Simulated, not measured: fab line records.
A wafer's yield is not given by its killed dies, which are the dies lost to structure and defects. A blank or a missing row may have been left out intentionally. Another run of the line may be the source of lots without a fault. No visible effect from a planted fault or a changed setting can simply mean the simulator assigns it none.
Comparing a struck lot with a sound one + flow n5-finfet + 22 steps out of a route of 1938
Sound: these wafers, L747.1, L747.3, L747.4. Struck: wafers L760.3, L760.6. (L760.5 of the same lot was not struck and is left out.) The cause comes at the end.
At each step with rows: each side's tool, then ch and its chambers, then its first start. Under that, the readings that differ: sound wafers + struck wafers + difference of the means + sigmas: that difference in standard deviations of wafers without a fault.
alike: words and numbers the same on both sides, and readings whose means are apart by under 2 such deviations; not compared: readings that were withheld, readings missing a value for some wafer, numbers with overlapping values and no deviation given by the record, and bounds like >300 which may hide the same value.
The two part at a step that has a row with sigmas, a row that says differs or no value, or rows on one side only. Non-overlapping numbers with no deviation appear without sigmas and do not part them. Lack of a reading on every wafer of one side parts them only where that side has two or more wafers.

N5_BEOL_M5_RS_MEAS_57: the measuring method here is four-point-probe.
  sound: film-metro-02 at day 10 17:14; struck: film-metro-01 at day 13 18:58
| reading        | sound             | struck      | difference | sigmas |
|----------------|-------------------|-------------|------------|--------|
| M5_RS (ohm/sq) | 0.385 0.388 0.380 | 0.404 0.419 | +0.027     | +2     |
N5_BEOL_M5_INSPECT_58: inspects for defects (darkfield).
  sound: defect-inspect-02 at day 10 17:16; struck: defect-inspect-01 at day 13 18:59
  alike: raw-defect-count
N5_BEOL_M6_ILD_DEP_00: deposits SiCOH lowk from DEMS/porogen, target thk 179.75 nm, time 33.4 s.
  sound on pecvd-01 ch 1,2, day 10 17:18; struck on pecvd-03 ch 1,2, day 13 19:01
  alike: heater-power-w, showerhead-plenum-p-Torr, throttle-valve-pct
N5_BEOL_M6_CURE_74: cures SiCOH lowk, time 240 s.
  sound on uv-cure-02 ch 0, day 10 19:04; struck on uv-cure-02 ch 1, day 13 19:34
  alike: lamp-power-pct, wafer_temp_C_max
N5_BEOL_M6_THK_MEAS_01:
  sound: film-metro-01 at day 10 19:35; struck: film-metro-01 at day 13 19:55
  alike: M6_ILD_THK
then, 1 step without rows for these wafers: N5_BEOL_M6_PECVD_70 (deposits SiO2 from TEOS/O2, target thk 20 nm, time 22.7 s).
N5_BEOL_M6_HM_DEP_02: deposits TiN, target thk 20 nm.
  sound: pvd-sputter-01 at day 10 20:14; struck: pvd-sputter-02 at day 13 22:01
  alike: throttle-valve-pct
then, 5 steps without rows for these wafers: N5_BEOL_M6_COAT_59 (time 60 s, resist thk 100 nm); N5_BEOL_M6_COAT_60 (time 60 s, resist thk 35 nm); N5_BEOL_M6_COAT_05 (resist thk 90 nm); N5_BEOL_M6_EBR_07; N5_BEOL_M6_SOFTBAKE_06 (time 60 s).
N5_BEOL_M6_EXPOSE_08: exposes mask M6.
  sound on arfi-scanner-01 ch 0, day 10 20:29; struck on arfi-scanner-01 ch 0, day 13 22:24
  alike: mask
then, 2 steps without rows for these wafers: N5_BEOL_M6_PEB_09 (peb time 60 s); N5_BEOL_M6_DEVELOP_10 (develop time 30 s).
N5_BEOL_M6_CD_MEAS_11: target cd 38.5 nm.
  sound on cd-sem-03 ch 0, day 10 20:37; struck on cd-sem-03 ch 0, day 13 22:31
  alike: cd-nm
N5_BEOL_M6_OVL_MEAS_12:
  sound on overlay-01 ch 0, day 10 20:39; struck on overlay-02 ch 0, day 13 22:33
| reading     | sound          | struck  | difference | sigmas |
|-------------|----------------|---------|------------|--------|
| M6_OVL (nm) | -0.9 -1.5 -0.4 | 0.4 0.7 | +1.5       | +2     |
N5_BEOL_M6_INSPECT_13: inspects for defects (brightfield).
  sound: defect-inspect-01 at day 10 20:40; struck: defect-inspect-01 at day 13 22:34
  alike: raw-defect-count
N5_BEOL_M6_DESCUM_16: chemistry O2, time 7.9 s.
  sound on rie-diel-03 ch 0,2,3, day 10 20:47; struck on rie-diel-06 ch 1,2, day 13 22:37
  alike: bias-power-w, drypump-motor-current-A, oes-product-au, rf-vpp-V, showerhead-plenum-p-Torr, throttle-valve-pct
  not compared: rf-hours-counter-h
N5_BEOL_M6_ETCH_61: etches SiARC in CF4, target depth 45.5 nm, time 75.8 s.
  sound on rie-diel-03 ch 0,2,3, day 10 20:49; struck on rie-diel-06 ch 1,2, day 13 22:38
  alike: drypump-motor-current-A, etch-rf-on-time-s, mfc-ar-sccm, oes-product-au, rf-vpp-V, showerhead-plenum-p-Torr, throttle-valve-pct
  not compared: rf-hours-counter-h, model.BEOL_M6.cd-offset-nm
N5_BEOL_M6_ETCH_62: etches SOC in N2/H2, target depth 110 nm, overetch 22 nm, time 165 s.
  sound on rie-diel-03 ch 0,2,3, day 10 20:53; struck on rie-diel-06 ch 1,2, day 13 22:42
  alike: drypump-motor-current-A, oes-product-au, rf-vpp-V, showerhead-plenum-p-Torr, throttle-valve-pct
  not compared: rf-hours-counter-h
following that, these wafers have no rows for 1 step: N5_PASSIVATION_PROBE_49.

## WHERE THEY PART
First at N5_BEOL_M5_RS_MEAS_57; last, within this record, at N5_BEOL_M6_OVL_MEAS_12. Later steps at which nothing parts them and some readings are alike: N5_BEOL_M6_INSPECT_13, N5_BEOL_M6_DESCUM_16, N5_BEOL_M6_ETCH_61, N5_BEOL_M6_ETCH_62.

WHY: whatever the simulator had introduced
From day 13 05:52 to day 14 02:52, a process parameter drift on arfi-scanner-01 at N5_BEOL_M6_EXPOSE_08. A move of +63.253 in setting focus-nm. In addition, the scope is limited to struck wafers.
